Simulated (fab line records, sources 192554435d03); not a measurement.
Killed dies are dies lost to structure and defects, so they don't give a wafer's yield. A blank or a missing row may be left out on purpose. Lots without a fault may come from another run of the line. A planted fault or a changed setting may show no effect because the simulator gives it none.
fab line records | flow n5_finfet
record lots=12 wafers=33 last_day=17
route steps=1938 shown BEOL_M6@1239 PASSIVATION@1936
lots that met no fault: from a run of the same line without faults
start_h: hours from the record's first day to the start of the lot's first wafer shown | wait_h: hours since the lot's step before | " the same as in the row above | L1.1+2: a row that stands for several wafers | - no value, or no start given | * or withheld: withheld | < > ~ a bound
route shown NAME@n: a module of which the file shows steps, and the number in the route of the first | usual: mean/standard deviation of fault-free wafers | same: alike in all rows | chamber/n: place in a boat | sites: the reading at each site | _std_site: their standard deviation | _edge_site: outer sites' mean less inner sites' | radius_mm: how far each site lies from the wafer's centre | mask NAME#n: copy n | behind: the tool/chamber that last shaped the wafer | hold: why the lot was held/for how many hours/how that ended | device: the transistor (n, p or np) that didn't switch | end of line: the same wafers' tests at the end of the route | a step without rows: its recipe alone | killed: dies lost to structure and defects at the first sort, not the wafer's yield | map: a wafer's dies, x killed, . not, _ none there
set.NAME: the setting as run; set.NAME@STEP: as run at that earlier step | model.NAME: the simulator's own value behind a step, which no gauge read
steps of the route over a sample of lots; a table a step, a row a wafer
services: from which hour (start_h, from the record's first day; less than 0 if before it) a tool's chamber was out of use, for how many hours, and why
## steps
# step N5_BEOL_M6_TRENCH_ETCH_37
# recipe chemistry=C4F6/O2 target_depth_a=944.35 target=SiCOH_lowk time_s=31.5 ion_energy_ev=250 pressure_mtorr=30 source_w=345 bias_w=185 Ar_flow_sccm=300 C4F6_flow_sccm=10 O2_flow_sccm=10
# usual drypump_motor_current_A=5.8/0.37 oes_ar_750_au=0.80/0.083 oes_product_au=0.79/0.087 rf_vpp_V=665/5.8 showerhead_plenum_p_Torr=2.79/0.065 throttle_valve_pct=20.96/0.26
# same time_s=31.5
# columns lot.wafer tool chamber start_h wait_h drypump_motor_current_A oes_ar_750_au oes_product_au rf_hours_counter_h rf_vpp_V showerhead_plenum_p_Torr throttle_valve_pct
L382.1 rie_diel-02 2 - - 6.2 0.75 0.74 185 678 2.94 21.33
L382.2 " 3 " " 6.1 0.71 0.71 199 660 2.72 21.47
L382.6 " 1 " " 5.0 0.73 0.71 - 661 2.73 20.95
L386.3 rie_diel-02 3 - - 6.1 0.71 0.71 203 660 2.72 21.50
L386.5 " 3 " " 6.1 0.70 0.72 - 659 2.72 21.49
L386.6 " 0 " " 5.9 0.70 0.70 - 660 2.70 21.07
L387.2 rie_diel-05 0 - - 5.6 0.83 0.84 72 663 2.76 20.76
L387.4 " 2 " " 6.2 0.92 0.91 15 662 2.91 20.95
L387.5 " 1 " " 5.1 0.91 0.92 - 668 2.79 20.75
L388.3 rie_diel-06 1 - - 6.0 0.72 0.73 185 671 2.82 21.13
L388.5 " 3 " " 6.2 0.75 0.75 - 664 2.74 21.10
L389.1 rie_diel-06 0 - - 5.8 0.88 0.88 43 670 2.77 20.81
L389.3 " 1 " " 6.0 0.72 0.72 191 669 2.82 21.11
L392.2 rie_diel-05 2 - - 6.2 0.89 0.87 27 662 2.90 20.97
L392.3 " 3 " " 5.8 0.71 0.70 241 655 2.81 21.03
L397.1 rie_diel-02 1 - - 5.0 0.71 0.70 220 661 2.72 21.01
L397.2 " 0 " " 5.9 0.68 0.68 250 658 2.68 21.10
L397.5 " 2 " " 6.2 0.72 0.72 - 677 2.93 21.42
L398.3 rie_diel-06 0 - - 5.8 0.87 0.87 56 671 2.77 20.83
L398.5 " 1 " " 6.0 0.71 0.70 - 670 2.82 21.14
L398.6 " 2 " " 5.9 0.88 0.88 - 661 2.78 20.54
L401.1 rie_diel-06 1 - - 6.0 0.70 0.71 208 671 2.81 21.16
L401.3 " 3 " " 6.2 0.73 0.73 205 664 2.73 21.12
L401.6 " 3 " " 6.2 0.73 0.72 - 665 2.73 21.13
L403.3 rie_diel-05 0 - - 5.6 0.79 0.80 103 662 2.75 20.81
L403.4 " 3 " " 5.7 0.95 0.96 8 654 2.80 20.71
L403.5 " 0 " " 5.6 0.80 0.81 - 661 2.75 20.80
L402.2 rie_diel-06 1 - - 6.0 0.70 0.70 212 671 2.81 21.14
L402.3 " 2 " " 5.9 0.87 0.86 60 662 2.78 20.56
L402.5 " 0 " " 5.8 0.86 0.85 - 669 2.76 20.84
L405.1 rie_diel-06 1 - - 6.0 0.70 0.70 216 669 2.81 21.16
L405.2 " 0 " " 5.8 0.85 0.86 69 670 2.76 20.85
L405.3 " 2 " " 5.9 0.87 0.86 63 659 2.77 20.55
# step N5_BEOL_M6_STRIP_80
# recipe chemistry=N2/H2 time_s=10 power_w=450 temp_c=40 pressure_mtorr=20 rf_frequency_hz=6e+07 bias_power_w=7 n2_flow_sccm=200 h2_flow_sccm=200
# usual drypump_motor_current_A=5.8/0.37 oes_product_au=0.80/0.088 rf_vpp_V=59.0/0.93 showerhead_plenum_p_Torr=2.49/0.062 throttle_valve_pct=23.7/0.32
# same time_s=10
# columns lot.wafer tool chamber start_h wait_h drypump_motor_current_A oes_product_au rf_hours_counter_h rf_vpp_V showerhead_plenum_p_Torr throttle_valve_pct
L382.1 rie_diel-02 2 - - 6.2 0.75 185 58.7 2.63 24.0
L382.2 " 3 " " 6.1 0.72 199 59.0 2.42 24.1
L382.6 " 1 " " 5.0 0.72 - 57.7 2.42 23.6
L386.3 rie_diel-02 3 - - 6.1 0.71 203 57.4 2.42 24.1
L386.5 " 3 " " 6.1 0.70 - 59.2 2.42 24.1
L386.6 " 0 " " 5.9 0.70 - 58.3 2.40 23.9
L387.2 rie_diel-05 0 - - 5.7 0.84 72 58.9 2.47 23.5
L387.4 " 2 " " 6.3 0.91 15 60.4 2.59 23.6
L387.5 " 1 " " 5.1 0.92 - 58.6 2.49 23.6
L388.3 rie_diel-06 1 - - 6.0 0.74 185 59.8 2.53 24.2
L388.5 " 3 " " 6.2 0.75 - 60.0 2.43 23.7
L389.1 rie_diel-06 0 - - 5.8 0.88 43 59.9 2.48 23.5
L389.3 " 1 " " 6.0 0.73 191 59.9 2.53 24.2
L392.2 rie_diel-05 2 - - 6.2 0.88 27 58.6 2.59 23.6
L392.3 " 3 " " 5.7 0.70 242 58.5 2.49 23.7
L397.1 rie_diel-02 1 - - 5.0 0.69 220 58.5 2.41 23.7
L397.2 " 0 " " 5.9 0.68 250 59.2 2.39 24.0
L397.5 " 2 " " 6.1 0.71 - 59.1 2.61 24.1
L398.3 rie_diel-06 0 - - 5.8 0.87 56 60.1 2.47 23.5
L398.5 " 1 " " 6.0 0.71 - 59.5 2.53 24.3
L398.6 " 2 " " 5.9 0.88 - 58.5 2.46 23.1
L401.1 rie_diel-06 1 - - 5.9 0.72 208 57.7 2.52 24.2
L401.3 " 3 " " 6.2 0.72 205 59.2 2.42 23.7
L401.6 " 3 " " 6.2 0.73 - 57.9 2.42 23.7
L403.3 rie_diel-05 0 - - 5.7 0.79 103 57.6 2.46 23.5
L403.4 " 3 " " 5.7 0.96 8 59.0 2.48 23.4
L403.5 " 0 " " 5.7 0.80 - 58.4 2.46 23.5
L402.2 rie_diel-06 1 - - 6.0 0.70 212 60.1 2.52 24.2
L402.3 " 2 " " 5.9 0.87 60 59.6 2.46 23.1
L402.5 " 0 " " 5.8 0.86 - 58.6 2.47 23.6
L405.1 rie_diel-06 1 - - 6.0 0.71 216 57.8 2.52 24.3
L405.2 " 0 " " 5.8 0.85 69 59.8 2.47 23.6
L405.3 " 2 " " 5.9 0.88 63 59.4 2.46 23.1
# step N5_BEOL_M6_CVD_78
# recipe material=Co target_thk_a=20 temp_c=withheld precursor=CCTBA/H2 pressure_torr=30 time_s=142.3
# usual run_length_s=165.4/0.43
# columns lot.wafer tool chamber start_h wait_h run_length_s
L382.1 cvd_co-01 2 189.19 0.0 165.9
L382.2 " 1 " " 166.0
L382.6 " 0 " " 165.4
L386.3 cvd_co-02 0 199.80 0.0 165.0
L386.5 " 2 " " 165.2
L386.6 " 0 " " 164.9
L387.2 cvd_co-01 1 212.29 0.0 165.6
L387.4 " 2 " " 166.0
L387.5 " 1 " " 164.9
L388.3 cvd_co-01 1 224.58 0.0 216.8
L388.5 " 2 " " 165.8
L389.1 cvd_co-01 0 245.69 0.2 165.1
L389.3 " 1 " " 216.7
L392.2 cvd_co-01 2 246.26 0.0 217.6
L392.3 " 1 " " 216.9
L397.1 cvd_co-02 1 282.09 0.0 166.5
L397.2 " 2 " " 165.3
L397.5 " 1 " " 165.7
L398.3 cvd_co-02 0 285.70 0.0 164.7
L398.5 " 0 " " 165.4
L398.6 " 2 " " 165.6
L401.1 cvd_co-01 1 299.49 0.3 165.0
L401.3 " 2 " " 166.0
L401.6 " 0 " " 165.0
L403.3 cvd_co-01 0 307.04 0.3 165.0
L403.4 " 1 " " 164.9
L403.5 " 2 " " 165.8
L402.2 cvd_co-01 0 314.93 0.2 165.8
L402.3 " 1 " " 164.9
L402.5 " 0 " " 165.1
L405.1 cvd_co-01 2 324.49 0.0 165.4
L405.2 " 1 " " 164.9
L405.3 " 0 " " 165.1
# step N5_BEOL_M6_ANNEAL_51
# recipe temp_c=225 time_s=90 ambient=N2
# usual wafer_temp_C_max=226.0/0.36
# same time_s=90
# columns lot.wafer tool chamber start_h wait_h wafer_temp_C_max
L382.1 rtp_anneal-01 0 189.59 0.1 226.4
L382.2 " 0 " " 226.8
L382.6 " 0 " " 226.1
L386.3 rtp_anneal-02 0 200.28 0.1 225.6
L386.5 " 0 " " 225.4
L386.6 " 0 " " 225.7
L387.2 rtp_anneal-01 0 212.69 0.1 226.1
L387.4 " 0 " " 225.9
L387.5 " 0 " " 226.4
L388.3 rtp_anneal-01 0 225.25 0.3 225.9
L388.5 " 0 " " 226.0
L389.1 rtp_anneal-01 0 246.13 0.1 226.0
L389.3 " 0 " " 226.7
L392.2 rtp_anneal-01 0 246.89 0.3 226.4
L392.3 " 0 " " 226.4
L397.1 rtp_anneal-01 0 282.63 0.2 226.2
L397.2 " 0 " " 226.6
L397.5 " 0 " " 226.9
L398.3 rtp_anneal-02 0 286.87 0.3 225.6
L398.5 " 0 " " 225.7
L398.6 " 0 " " 225.9
L401.1 rtp_anneal-02 0 301.51 1.4 225.7
L401.3 " 0 " " 225.7
L401.6 " 0 " " 225.7
L403.3 rtp_anneal-02 0 308.24 0.9 225.6
L403.4 " 0 " " 225.7
L403.5 " 0 " " 225.8
L402.2 rtp_anneal-01 0 315.37 0.1 226.4
L402.3 " 0 " " 226.2
L402.5 " 0 " " 225.9
L405.1 rtp_anneal-02 0 325.02 0.1 226.2
L405.2 " 0 " " 225.6
L405.3 " 0 " " 226.0
# step N5_PASSIVATION_PROBE_49
# usual defect_limited_yield=91.1/1.3 killed_at_M0_to_M3=34/10 killed_at_M4_up=14/5.7 killed_at_contacts=12/5.9 killed_at_front_end=41/12 killed_at_other=4/3.1 killed_dies=105/15 killed_open=69/11 killed_short=35/7.8 sort_bin_5_function=5.3/0.81 sort_bin_6_memory=3.3/0.75 sort_bin_8_speed=0.00/0.007 sort_n_pass=1075/15 sort_yield_pct=91.1/1.3
# same gross_dies=1180 killed_at_back_side=0 sort_bin_4_leakage[%]=0
# columns lot.wafer tool chamber start_h wait_h defect_limited_yield[%] killed_at_M0_to_M3 killed_at_M4_up killed_at_contacts killed_at_front_end killed_at_other killed_dies killed_open killed_short sort_bin_5_function[%] sort_bin_6_memory[%] sort_bin_8_speed[%] sort_n_pass sort_yield_pct[%]
L382.1 prober-02 - 267.79 0.0 91.3 37 15 15 33 3 103 72 31 5.2 3.6 0 1077 91.3
L382.2 prober-02 - 267.84 0.1 89.7 39 11 17 47 7 121 80 39 6.0 4.2 0 1059 89.7
L382.6 prober-02 - 268.04 0.3 92.5 26 10 17 33 3 89 55 28 4.5 2.5 0 1091 92.5
L386.3 prober-01 - 279.42 0.1 92.7 20 11 24 29 2 86 61 23 4.4 2.7 0 1094 92.7
L386.5 prober-01 - 279.52 0.2 90.6 47 12 20 30 2 111 69 41 6.3 2.9 0 1069 90.6
L386.6 prober-01 - 279.57 0.3 92.2 29 14 8 40 1 92 59 30 5.3 2.2 0 1088 92.2
L388.3 prober-01 - 316.74 0.1 91.2 36 23 11 30 4 104 75 29 5.3 3.4 0 1076 91.2
L388.5 prober-01 - 316.84 0.2 92.0 22 12 22 30 8 94 58 34 4.7 2.9 0 1086 92.0
L389.1 prober-01 - 336.50 0.0 90.6 43 13 9 44 2 111 71 40 5.9 3.1 0 1069 90.6
L389.3 prober-01 - 336.60 0.1 89.3 40 13 20 51 2 126 79 47 6.2 4.2 0 1054 89.3
L403.3 prober-01 - 392.00 0.1 90.8 29 19 9 44 7 108 70 37 5.3 3.6 0 1072 90.8
L403.4 prober-01 - 392.05 0.2 91.1 36 23 10 28 8 105 69 34 5.8 3.0 0 1075 91.1
L403.5 prober-01 - 392.10 0.2 92.5 12 19 11 36 10 88 57 30 4.7 2.5 0 1092 92.5
L402.2 prober-02 - 392.64 0.1 91.8 35 6 11 42 3 97 63 32 5.2 2.7 0 1083 91.8
L402.3 prober-02 - 392.69 0.1 92.0 39 13 17 23 2 94 53 40 4.5 3.2 0 1086 92.0
L402.5 prober-02 - 392.79 0.2 91.9 39 8 14 34 1 96 58 37 4.7 2.8 0 1084 91.9
L405.1 prober-01 - 403.40 0.0 91.2 41 11 16 29 7 104 68 35 5.3 3.3 0 1076 91.2
L405.2 prober-01 - 403.45 0.1 91.6 25 22 5 40 7 99 65 33 5.6 2.5 0 1081 91.6
L405.3 prober-01 - 403.50 0.1 92.1 38 13 14 21 7 93 55 32 4.7 3.0 0 1087 92.1
# killed by level:class
L382.1 BEOL_M3:geometric_particle:open=13 MOL_CONTACT_COAG:geometric_particle:open=11 BEOL_M1:geometric_particle:open=11 FIN_SAQP:geometric_particle:short=7 BEOL_M2:geometric_particle:open=7 BEOL_M8:geometric_particle:open=6 DUMMY_GATE:geometric_particle:open=5 FIN_SAQP:geometric_particle:open=4
L382.2 BEOL_M3:geometric_particle:open=18 MOL_CONTACT_COAG:geometric_particle:open=13 FIN_SAQP:geometric_particle:open=10 STI_FIN_REVEAL:geometric_particle:open=7 FIN_SAQP:geometric_particle:short=6 DUMMY_GATE:geometric_particle:open=5 BEOL_M1:geometric_particle:open=5 BEOL_M3:geometric_particle:short=5
L382.6 MOL_CONTACT_COAG:geometric_particle:open=15 BEOL_M3:geometric_particle:open=9 FIN_SAQP:geometric_particle:short=8 BEOL_M0_SAQP:geometric_particle:short=7 BEOL_M0_SAQP:geometric_particle:open=5 HKMG_FIN:area_etch=5 FIN_SAQP:geometric_particle:open=4 BEOL_M4:geometric_particle:open=4
L386.3 MOL_CONTACT_COAG:geometric_particle:open=23 DUMMY_GATE:geometric_particle:open=9 BEOL_M4:geometric_particle:open=8 GATE_CUT:geometric_particle:short=5 BEOL_M2:geometric_particle:open=4 BEOL_M1:geometric_particle:open=4 DUMMY_GATE:geometric_particle:short=3 BEOL_M0:geometric_particle:open=3
L386.5 BEOL_M2:geometric_particle:open=16 MOL_CONTACT_COAG:geometric_particle:open=10 MOL_CONTACT_COAG:geometric_particle:short=9 BEOL_M0_SAQP:geometric_particle:short=9 BEOL_M0:geometric_particle:open=8 BEOL_M0_SAQP:geometric_particle:open=6 GATE_CUT:geometric_particle:short=5 BEOL_M5:geometric_particle:open=5
L386.6 BEOL_M0_SAQP:geometric_particle:open=9 BEOL_M0_SAQP:geometric_particle:short=7 BEOL_M4:geometric_particle:open=7 STI_FIN_REVEAL:geometric_particle:open=6 DUMMY_GATE:geometric_particle:open=6 GATE_CUT:geometric_particle:short=6 FIN_SAQP:geometric_particle:open=5 MOL_CONTACT_COAG:geometric_particle:open=5
L388.3 BEOL_M0_SAQP:geometric_particle:open=13 STI_FIN_REVEAL:geometric_particle:open=9 BEOL_M4:geometric_particle:open=9 BEOL_M5:geometric_particle:open=9 GATE_CUT:geometric_particle:short=7 MOL_CONTACT_COAG:geometric_particle:open=7 BEOL_M0_SAQP:geometric_particle:short=6 BEOL_M3:geometric_particle:open=6
L388.5 MOL_CONTACT_COAG:geometric_particle:open=17 GATE_CUT:geometric_particle:short=11 STI_FIN_REVEAL:geometric_particle:open=9 MOL_CONTACT_COAG:geometric_particle:short=5 BEOL_M0_SAQP:geometric_particle:open=5 BEOL_M1:geometric_particle:open=5 BEOL_M0_SAQP:geometric_particle:short=4 PAD_METAL:geometric_particle:short=4
L389.1 FIN_SAQP:geometric_particle:open=10 MOL_CONTACT_COAG:geometric_particle:open=8 FIN_SAQP:geometric_particle:short=7 GATE_CUT:geometric_particle:short=7 BEOL_M0_SAQP:geometric_particle:short=7 BEOL_M1:geometric_particle:open=7 BEOL_M3:geometric_particle:open=7 BEOL_M0_SAQP:geometric_particle:open=6
L389.3 FIN_SAQP:geometric_particle:short=18 MOL_CONTACT_COAG:geometric_particle:open=17 FIN_SAQP:geometric_particle:open=8 BEOL_M0_SAQP:geometric_particle:short=8 BEOL_M3:geometric_particle:open=7 STI_FIN_REVEAL:geometric_particle:open=6 BEOL_M1:geometric_particle:open=6 BEOL_M0_SAQP:geometric_particle:open=5
L403.3 FIN_SAQP:geometric_particle:open=12 BEOL_M0_SAQP:geometric_particle:short=10 FIN_SAQP:geometric_particle:short=9 BEOL_M2:geometric_particle:open=9 BEOL_M0_SAQP:geometric_particle:open=8 MOL_CONTACT_COAG:geometric_particle:open=7 BEOL_M4:geometric_particle:open=6 STI_FIN_REVEAL:geometric_particle:open=4
L403.4 BEOL_M0_SAQP:geometric_particle:open=14 BEOL_M0_SAQP:geometric_particle:short=8 BEOL_M4:geometric_particle:open=8 MOL_CONTACT_COAG:geometric_particle:open=7 BEOL_M1:geometric_particle:open=6 BEOL_M3:geometric_particle:open=5 FIN_SAQP:geometric_particle:open=4 GATE_CUT:geometric_particle:short=4
L403.5 MOL_CONTACT_COAG:geometric_particle:open=9 BEOL_M4:geometric_particle:open=8 FIN_SAQP:geometric_particle:open=6 STI_FIN_REVEAL:geometric_particle:open=5 MIM_TOP_ETCH:geometric_particle:short=5 MIM_TOP_ETCH:geometric_particle:open=5 FIN_SAQP:geometric_particle:short=4 STARTING-WAFER:geometric_particle:open=4
L402.2 STI_FIN_REVEAL:geometric_particle:open=10 BEOL_M3:geometric_particle:open=10 BEOL_M0_SAQP:geometric_particle:open=9 MOL_CONTACT_COAG:geometric_particle:open=7 BEOL_M0_SAQP:geometric_particle:short=7 FIN_SAQP:geometric_particle:open=4 STI_FIN_REVEAL:geometric_particle:short=4 GATE_CUT:geometric_particle:short=4
L402.3 BEOL_M0_SAQP:geometric_particle:short=15 MOL_CONTACT_COAG:geometric_particle:open=12 MOL_CONTACT_COAG:geometric_particle:short=5 BEOL_M0_SAQP:geometric_particle:open=5 BEOL_M3:geometric_particle:open=5 FIN_SAQP:geometric_particle:open=4 STI_FIN_REVEAL:geometric_particle:open=4 BEOL_M2:geometric_particle:short=4
L402.5 BEOL_M0_SAQP:geometric_particle:short=13 MOL_CONTACT_COAG:geometric_particle:open=11 BEOL_M0_SAQP:geometric_particle:open=9 DUMMY_GATE:geometric_particle:open=7 STI_FIN_REVEAL:geometric_particle:open=6 FIN_SAQP:geometric_particle:open=5 BEOL_M3:geometric_particle:open=5 STI_FIN_REVEAL:geometric_particle:short=4
L405.1 MOL_CONTACT_COAG:geometric_particle:open=16 BEOL_M0_SAQP:geometric_particle:short=15 BEOL_M0_SAQP:geometric_particle:open=10 STI_FIN_REVEAL:geometric_particle:open=8 BEOL_M2:geometric_particle:open=7 FIN_SAQP:geometric_particle:open=6 BEOL_M1:geometric_particle:open=6 FIN_SAQP:geometric_particle:short=4
L405.2 BEOL_M4:geometric_particle:open=13 FIN_SAQP:geometric_particle:open=10 STI_FIN_REVEAL:geometric_particle:open=9 FIN_SAQP:geometric_particle:short=7 BEOL_M0_SAQP:geometric_particle:open=7 MOL_CONTACT_COAG:geometric_particle:open=5 BEOL_M1:geometric_particle:open=5 BEOL_M3:geometric_particle:open=4
L405.3 MOL_CONTACT_COAG:geometric_particle:open=9 BEOL_M0_SAQP:geometric_particle:short=9 BEOL_M0_SAQP:geometric_particle:open=9 STI_FIN_REVEAL:geometric_particle:open=7 BEOL_M3:geometric_particle:open=7 FIN_SAQP:geometric_particle:short=5 MOL_CONTACT_COAG:geometric_particle:short=5 BEOL_M1:geometric_particle:open=5
## services
# columns tool chamber start_h hours kind
rie_diel-02 2 180.54 3.9 repair
rie_diel-05 3 185.11 4.9 repair
rie_diel-06 2 209.85 1.5 repair
cvd_co-02 - 226.67 6.9 pm
rie_diel-02 - 243.77 0.4 repair
rie_diel-05 0 246.43 14.1 repair
rie_diel-06 1 249.84 9.5 repair
rie_diel-05 3 260.62 - clean
rie_diel-05 3 260.62 - consumable_replace:focus_ring
rie_diel-05 3 260.62 24.3 scheduled_down
rie_diel-05 3 260.62 24.3 vent_cycle
cvd_co-01 1 260.99 2.6 repair
rie_diel-06 0 274.73 1.6 repair
rie_diel-06 0 276.83 7.2 repair
rie_diel-02 0 286.55 12.4 repair
rtp_anneal-01 - 295.09 4.3 pm
cvd_co-02 - 303.49 1.5 repair
cvd_co-02 - 305.01 2.8 pm
rie_diel-02 - 320.74 3.6 repair
## key
first_sign step=N5_BEOL_M6_CVD_78 reading=run_length_s direction=up sigmas=99+ usual=* struck=*
effect none on later readings
met_at N5_BEOL_M6_CVD_78
struck_lots L388,L389,L392
struck_wafers L388.3,L389.3,L392.2,L392.3
not_acting_at N5_BEOL_M6_TRENCH_ETCH_37,N5_BEOL_M6_STRIP_80,N5_BEOL_M6_ANNEAL_51
onset_between 212.29 224.58
fault kind=process_parameter_drift tool=cvd_co-01 chamber=- onset_h=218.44 steps=N5_BEOL_M6_CVD_78 channel=time_s offset=* shape=step end_h=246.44 scope=struck_wafers_only acts_in=* stated=*
